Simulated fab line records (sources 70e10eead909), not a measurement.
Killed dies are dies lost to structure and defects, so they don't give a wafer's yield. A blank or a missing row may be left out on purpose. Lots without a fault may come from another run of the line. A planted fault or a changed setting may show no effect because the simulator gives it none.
fab line records ; flow nand_harc
record: lots: 14; wafers: 42; last_day: 33
route steps=1302 shown A_ONON_D1@431 END@1302
lots that met no fault: from a run of the same line without faults
start_h: the number of hours between the record's first day and the start of the first shown wafer of the lot ; wait_h: hours from the lot's prior step to this one ; " unchanged from the row above ; L1.1+2: a row that stands for several wafers ; - no value, or no start was given ; * or withheld: withheld ; < > ~ a bound
route shown NAME@n: names a module that has steps shown in the file, with the first one's number in the route ; usual: mean/standard deviation of fault-free wafers ; same: alike in all rows ; chamber/n: place in a boat ; sites: each site's reading ; _std_site: their standard deviation ; _edge_site: mean of outer sites minus mean of inner sites ; radius_mm: how far each site lies from the wafer's centre ; mask NAME#n: copy n ; behind: the last tool/chamber to shape the wafer ; hold: what put the lot on hold/how long, in hours/how the hold closed ; device: which transistor (n, p or np) failed to switch ; end of line: the tests these same wafers got at the end of their route ; where a step has no rows: the recipe by itself ; killed: count of dies lost to structure and defects at first sort (not the wafer's yield) ; map: a wafer's dies, x killed, . not, _ none there
set.NAME: setting as actually run; set.NAME@STEP: the setting as run at that earlier step ; model.NAME: the simulator's own value behind a step, which no gauge read
steps of the route over a sample of lots; a table a step, a row a wafer
services: when a tool's chamber went out of use (start_h, in hours from the record's first day, below 0 if earlier), for how many hours, and the reason
== steps ==
step: NHARC_A_ONON_D1_THK_MEAS_11
recipe: thk_meas_gauge: ellipsometry
usual: thk_nm: 1000/11
lot.wafer;tool;chamber;start_h;wait_h;thk_nm
L818.3;film_metro-01;-;161.83;-;995
L818.4;film_metro-01;-;161.83;-;995
L818.6;film_metro-01;-;161.83;-;996
L819.1;film_metro-01;-;167.82;-;1018
L819.2;film_metro-01;-;167.82;-;1020
L819.4;film_metro-01;-;167.82;-;1020
L820.2;film_metro-01;-;180.81;-;995
L820.4;film_metro-01;-;180.81;-;996
L820.5;film_metro-01;-;180.81;-;995
L821.1;film_metro-01;-;200.52;-;987
L821.5;film_metro-01;-;200.52;-;988
L821.6;film_metro-01;-;200.52;-;989
L822.1;film_metro-02;-;200.54;-;998
L822.4;film_metro-02;-;200.54;-;998
L822.6;film_metro-02;-;200.54;-;1000
L831.2;film_metro-02;-;295.76;-;992
L831.3;film_metro-02;-;295.76;-;993
L831.6;film_metro-02;-;295.76;-;993
L833.3;film_metro-02;-;313.25;-;1001
L833.4;film_metro-02;-;313.25;-;1000
L833.5;film_metro-02;-;313.25;-;1001
L832.2;film_metro-01;-;313.26;-;992
L832.4;film_metro-01;-;313.26;-;993
L832.5;film_metro-01;-;313.26;-;993
L834.1;film_metro-01;-;333.61;-;1027
L834.5;film_metro-01;-;333.61;-;1026
L834.6;film_metro-01;-;333.61;-;1026
L836.2;film_metro-02;-;349.38;-;988
L836.3;film_metro-02;-;349.38;-;989
L836.5;film_metro-02;-;349.38;-;987
L837.1;film_metro-02;-;349.38;-;991
L837.2;film_metro-02;-;349.38;-;988
L837.4;film_metro-02;-;349.38;-;991
L838.2;film_metro-02;-;365.95;-;1006
L838.5;film_metro-02;-;365.95;-;1006
L838.6;film_metro-02;-;365.95;-;1006
L839.3;film_metro-01;-;378.05;-;998
L839.5;film_metro-01;-;378.05;-;999
L839.6;film_metro-01;-;378.05;-;998
L841.3;film_metro-01;-;399.50;-;1004
L841.5;film_metro-01;-;399.50;-;1003
L841.6;film_metro-01;-;399.50;-;1004
step: NHARC_A_ONON_D1_DEP_28
recipe: target_thk_a: 10000; n2_flow_sccm: 2750; n2o_flow_sccm: 2000; nh3_flow_sccm: 500; sih4_flow_sccm: 210; temp_c: 400
usual: susceptor_temp_C: 399.99/0.23
lot.wafer;tool;chamber;start_h;wait_h;susceptor_temp_C
L818.3;pecvd_onon-03;0;172.04;0.2;399.60
L818.4;pecvd_onon-03;0;172.04;0.2;399.23
L818.6;pecvd_onon-03;0;172.04;0.2;399.58
L819.1;pecvd_onon-01;0;178.20;0.1;399.83
L819.2;pecvd_onon-01;0;178.20;0.1;399.89
L819.4;pecvd_onon-01;0;178.20;0.1;400.18
L820.2;pecvd_onon-03;0;192.39;0.1;399.87
L820.4;pecvd_onon-03;0;192.39;0.1;399.86
L820.5;pecvd_onon-03;0;192.39;0.1;399.98
L821.1;pecvd_onon-03;0;210.67;0.1;400.15
L821.5;pecvd_onon-03;0;210.67;0.1;399.93
L821.6;pecvd_onon-03;0;210.67;0.1;400.07
L822.1;pecvd_onon-04;0;210.67;0.1;400.07
L822.4;pecvd_onon-04;0;210.67;0.1;399.90
L822.6;pecvd_onon-04;0;210.67;0.1;400.19
L831.2;pecvd_onon-01;0;306.21;0.1;400.02
L831.3;pecvd_onon-01;0;306.21;0.1;399.76
L831.6;pecvd_onon-01;0;306.21;0.1;399.96
L832.2;pecvd_onon-01;0;324.57;0.1;400.05
L832.4;pecvd_onon-01;0;324.57;0.1;400.21
L832.5;pecvd_onon-01;0;324.57;0.1;399.82
L833.3;pecvd_onon-03;0;324.65;0.2;399.87
L833.4;pecvd_onon-03;0;324.65;0.2;400.02
L833.5;pecvd_onon-03;0;324.65;0.2;400.35
L834.1;pecvd_onon-03;0;344.96;0.1;400.25
L834.5;pecvd_onon-03;0;344.96;0.1;400.19
L834.6;pecvd_onon-03;0;344.96;0.1;400.27
L837.1;pecvd_onon-04;0;361.77;0.1;399.71
L837.2;pecvd_onon-04;0;361.77;0.1;400.21
L837.4;pecvd_onon-04;0;361.77;0.1;399.94
L836.2;pecvd_onon-03;0;361.82;0.1;399.77
L836.3;pecvd_onon-03;0;361.82;0.1;399.88
L836.5;pecvd_onon-03;0;361.82;0.1;400.03
L838.2;pecvd_onon-04;0;378.13;0.1;400.41
L838.5;pecvd_onon-04;0;378.13;0.1;399.97
L838.6;pecvd_onon-04;0;378.13;0.1;400.06
L839.3;pecvd_onon-01;0;388.15;0.2;399.70
L839.5;pecvd_onon-01;0;388.15;0.2;400.02
L839.6;pecvd_onon-01;0;388.15;0.2;399.92
L841.3;pecvd_onon-01;0;411.76;0.2;399.81
L841.5;pecvd_onon-01;0;411.76;0.2;399.98
L841.6;pecvd_onon-01;0;411.76;0.2;399.71
step: NHARC_A_ONON_D1_THK_MEAS_30
recipe: thk_meas_gauge: ellipsometry
usual: thk_nm: 1000/10
lot.wafer;tool;chamber;start_h;wait_h;thk_nm
L818.3;film_metro-02;-;172.43;-;1008
L818.4;film_metro-02;-;172.43;-;1012
L818.6;film_metro-02;-;172.43;-;1009
L819.1;film_metro-02;-;178.72;-;1007
L819.2;film_metro-02;-;178.72;-;1005
L819.4;film_metro-02;-;178.72;-;1007
L820.2;film_metro-01;-;192.84;-;998
L820.4;film_metro-01;-;192.84;-;996
L820.5;film_metro-01;-;192.84;-;997
L822.1;film_metro-02;-;211.18;-;981
L822.4;film_metro-02;-;211.18;-;981
L822.6;film_metro-02;-;211.18;-;983
L821.1;film_metro-01;-;211.18;-;998
L821.5;film_metro-01;-;211.18;-;998
L821.6;film_metro-01;-;211.18;-;1000
L831.2;film_metro-01;-;306.66;-;1573
L831.3;film_metro-01;-;306.66;-;1576
L831.6;film_metro-01;-;306.66;-;1574
L832.2;film_metro-02;-;325.02;-;1578
L832.4;film_metro-02;-;325.02;-;1580
L832.5;film_metro-02;-;325.02;-;1579
L833.3;film_metro-02;-;325.05;-;1009
L833.4;film_metro-02;-;325.05;-;1010
L833.5;film_metro-02;-;325.05;-;1010
L834.1;film_metro-02;-;345.47;-;1000
L834.5;film_metro-02;-;345.47;-;1000
L834.6;film_metro-02;-;345.47;-;999
L836.2;film_metro-01;-;362.27;-;997
L836.3;film_metro-01;-;362.27;-;995
L836.5;film_metro-01;-;362.27;-;995
L837.1;film_metro-01;-;362.31;-;998
L837.2;film_metro-01;-;362.31;-;1001
L837.4;film_metro-01;-;362.31;-;1002
L838.2;film_metro-01;-;378.57;-;1009
L838.5;film_metro-01;-;378.57;-;1010
L838.6;film_metro-01;-;378.57;-;1009
L839.3;film_metro-02;-;388.54;-;1015
L839.5;film_metro-02;-;388.54;-;1016
L839.6;film_metro-02;-;388.54;-;1014
L841.3;film_metro-01;-;412.15;-;990
L841.5;film_metro-01;-;412.15;-;992
L841.6;film_metro-01;-;412.15;-;991
step: NHARC_A_ONON_D1_DEP_33
recipe: target_thk_a: 2000; temp_c: 400; pressure_torr: 6.5; rf_w: 900; teos_flow_sccm: 161.4; flow_sccm: 2650; target_thk_nm: 200; gas: O2; material: SiO2
usual: heater_power_w: 504/65; rf_fwd_power_W: 897.6/2.9; susceptor_temp_C: 400.00/0.21; throttle_valve_pct: 16.0/0.44
lot.wafer;tool;chamber;start_h;wait_h;heater_power_w;rf_fwd_power_W;susceptor_temp_C;throttle_valve_pct
L818.3;pecvd-02;1;172.49;0.1;483;898.0;400.19;15.8
L818.6;pecvd-02;1;172.49;0.1;494;896.6;400.27;15.5
L818.4;pecvd-02;2;172.49;0.1;485;896.6;399.91;16.4
L819.2;pecvd-04;2;178.82;0.1;489;901.3;399.69;15.6
L819.1;pecvd-04;0;178.82;0.1;464;897.1;399.91;15.7
L819.4;pecvd-04;2;178.82;0.1;489;900.6;399.98;15.7
L820.2;pecvd-01;2;193.61;0.8;527;901.9;399.90;16.1
L820.4;pecvd-01;1;193.61;0.8;608;906.6;399.45;16.7
L820.5;pecvd-01;2;193.61;0.8;540;895.6;400.11;16.0
L822.1;pecvd-04;2;211.24;0.1;436;898.2;399.79;15.5
L822.6;pecvd-04;2;211.24;0.1;442;895.6;399.68;15.6
L822.4;pecvd-04;1;211.24;0.1;525;900.6;399.54;16.2
L821.1;pecvd-02;0;211.33;0.1;469;899.7;400.24;16.0
L821.6;pecvd-02;1;211.33;0.1;485;895.9;400.23;15.7
L821.5;pecvd-02;2;211.33;0.1;573;901.6;399.95;16.7
L831.2;pecvd-02;1;306.72;0.1;396;895.6;400.03;15.6
L831.3;pecvd-02;0;306.72;0.1;502;895.6;400.03;16.4
L831.6;pecvd-02;1;306.72;0.1;395;895.3;400.22;15.4
L833.3;pecvd-04;2;325.10;0.1;466;897.0;400.18;15.8
L833.5;pecvd-04;0;325.10;0.1;499;902.3;399.99;15.3
L833.4;pecvd-04;1;325.10;0.1;596;896.6;400.39;15.8
L832.2;pecvd-02;1;325.15;0.1;432;892.0;399.65;15.4
L832.4;pecvd-02;1;325.15;0.1;455;896.7;399.64;15.5
L832.5;pecvd-02;1;325.15;0.1;458;891.8;400.09;15.5
L834.1;pecvd-01;2;345.57;0.1;531;900.7;399.61;16.1
L834.5;pecvd-01;1;345.57;0.1;600;900.4;399.93;16.6
L834.6;pecvd-01;0;345.57;0.1;585;896.7;400.34;15.7
L836.2;pecvd-02;1;362.33;0.1;389;894.0;399.87;15.6
L836.3;pecvd-02;2;362.33;0.1;401;895.9;400.03;16.4
L836.5;pecvd-02;0;362.33;0.1;516;900.9;399.81;16.5
L837.2;pecvd-04;1;362.42;0.1;666;896.0;400.09;16.0
L837.1;pecvd-04;2;362.42;0.1;492;895.5;399.88;15.2
L837.4;pecvd-04;0;362.42;0.1;467;898.4;399.74;15.5
L838.2;pecvd-01;0;378.63;0.1;544;895.6;399.84;15.8
L838.6;pecvd-01;1;378.63;0.1;597;896.3;399.98;16.8
L838.5;pecvd-01;2;378.63;0.1;554;894.9;400.22;16.4
L839.3;pecvd-02;0;388.64;0.1;503;897.8;399.74;16.7
L839.6;pecvd-02;2;388.64;0.1;487;896.5;400.16;16.5
L839.5;pecvd-02;0;388.64;0.1;513;891.9;399.62;16.7
L841.3;pecvd-04;1;412.30;0.1;562;897.3;400.17;15.8
L841.6;pecvd-04;2;412.30;0.1;457;896.1;399.93;15.9
L841.5;pecvd-04;1;412.30;0.1;569;897.6;400.23;15.9
step: NHARC_END_SORT_01
recipe: temp_c: 25
usual: killed_at_array: 49/18; killed_at_other: 0.7/1.1; killed_at_periphery: 4.0/2.6; killed_dies: 54/19; killed_open: 3.4/1.7; killed_short: 2.5/1.7
same: gross_dies: 677
lot.wafer;tool;chamber;start_h;wait_h;killed_at_array;killed_at_other;killed_at_periphery;killed_dies;killed_open;killed_short
L831.2;prober-01;0;679.80;2.8;667;4;6;677;1;3
L831.3;prober-01;0;680.60;3.1;665;0;12;677;5;2
L831.6;prober-01;0;683.02;4.0;670;0;7;677;7;0
L832.2;prober-01;0;693.28;2.8;671;1;5;677;3;3
L832.4;prober-01;0;694.89;3.4;673;1;3;677;3;1
L832.5;prober-01;0;695.69;3.7;668;2;7;677;4;1
killed by level:class
L831.2 A_ONON_D1:area_dep=599 A_SLIT:chamber_film_flake=34 A_CHANNEL_HOLE_D1:chamber_film_flake=15 A_CONTACT:chamber_film_flake=11 THIN_TSV:chamber_film_flake=4 A_STAIRCASE:chamber_film_flake=3 P_CONTACT:geometric_particle:short=2 P_CONTACT:chamber_film_flake=2
L831.3 A_ONON_D1:area_dep=585 A_CHANNEL_HOLE_D1:chamber_film_flake=34 A_SLIT:chamber_film_flake=31 A_CONTACT:chamber_film_flake=8 P_CONTACT:chamber_film_flake=5 P_ZERO_WELL:chamber_film_flake=2 A_M0:chamber_film_flake=2 P_STI:geometric_particle:open=1
L831.6 A_ONON_D1:area_dep=601 A_SLIT:chamber_film_flake=27 A_CONTACT:chamber_film_flake=21 A_CHANNEL_HOLE_D1:chamber_film_flake=13 P_M2:chamber_film_flake=3 A_ONON_D1:geometric_particle:open=2 A_CHANNEL_FILL_D1:geometric_particle:open=2 P_CONTACT:chamber_film_flake=2
L832.2 A_ONON_D1:area_dep=612 A_CHANNEL_HOLE_D2:chamber_film_flake=23 A_CHANNEL_HOLE_D1:chamber_film_flake=18 A_STAIRCASE:chamber_film_flake=4 A_SLIT:chamber_film_flake=4 P_GATE:chamber_film_flake=3 A_CHANNEL_FILL_D2:geometric_particle:short=2 A_CONTACT:chamber_film_flake=2
L832.4 A_ONON_D1:area_dep=620 A_CHANNEL_HOLE_D2:chamber_film_flake=25 A_CHANNEL_HOLE_D1:chamber_film_flake=15 A_CONTACT:chamber_film_flake=4 A_STAIRCASE:chamber_film_flake=3 A_CHANNEL_FILL_D2:geometric_particle:open=2 A_WL_FILL:chamber_film_flake=2 P_CONTACT:geometric_particle:open=1
L832.5 A_ONON_D1:area_dep=604 A_CHANNEL_HOLE_D1:chamber_film_flake=31 A_CHANNEL_HOLE_D2:chamber_film_flake=18 A_STAIRCASE:chamber_film_flake=6 P_GATE:chamber_film_flake=3 P_CONTACT:geometric_particle:open=2 P_ZERO_WELL:chamber_film_flake=2 THIN_TSV:chamber_film_flake=2
== services ==
tool;chamber;start_h;hours;kind
pecvd-04;-;158.13;1.7;repair
pecvd-02;-;192.98;1.2;repair
pecvd-04;0;219.18;6.3;repair
pecvd_onon-03;-;227.00;13.0;pm
pecvd-02;-;228.82;13.0;pm
pecvd-02;0;228.82;13.0;vent_cycle
pecvd-02;1;228.82;13.0;vent_cycle
pecvd-02;2;228.82;13.0;vent_cycle
pecvd-02;0;241.82;-;clean
pecvd-02;1;241.82;-;clean
pecvd-02;2;241.82;-;clean
pecvd-02;1;243.64;4.7;repair
pecvd-04;-;269.00;13.0;pm
pecvd-02;0;269.16;7.5;repair
pecvd_onon-01;-;269.21;13.0;pm
pecvd-02;2;274.25;2.3;repair
pecvd-01;0;290.70;8.9;repair
pecvd-01;-;311.00;13.0;pm
pecvd_onon-04;-;313.09;13.0;pm
pecvd-02;2;324.58;11.8;repair
pecvd_onon-01;-;350.21;2.7;repair
pecvd_onon-03;-;408.00;13.0;pm
pecvd-02;-;409.82;13.0;pm
pecvd-02;0;409.82;13.0;vent_cycle
== key ==
first_sign: step: NHARC_A_ONON_D1_THK_MEAS_30; reading: thk_nm; direction: up; sigmas: 57; usual: 1000; struck: 1577
effect: step: NHARC_END_SORT_01; reading: killed_at_array; direction: up; sigmas: 34; usual: 49; struck: 669
more_kills_born_at: NHARC_A_ONON_D1_DEP_28@pecvd_onon-01: 3621
met_at NHARC_A_ONON_D1_DEP_28
struck_lots L831,L832
struck_wafers L831.2,L831.3,L831.6,L832.2,L832.4,L832.5
later_rows_left_out L831.2,L831.3,L831.6,L832.2,L832.4,L832.5
tester_left_out L831,L832
not_acting_at NHARC_A_ONON_D1_THK_MEAS_11,NHARC_A_ONON_D1_DEP_33
onset_between 178.20 306.21
fault: kind: process_parameter_drift; tool: pecvd_onon-01; chamber: 0; onset_h: 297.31; steps: NHARC_A_ONON_D1_DEP_28; channel: target_thk_a; offset: *; shape: step; end_h: 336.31; acts_in: *; stated: *
tester_left_out: of these lots the tester's yield and bins aren't shown, on N5 and GAA mostly nor the transistor test; their killed dies are dies lost to structure and defects alone, not to doping, threshold or leakage, so they don't give the yield
later_rows_left_out: the simulator's readings of these wafers behind a module that went badly wrong aren't trusted and aren't shown, but for the sort
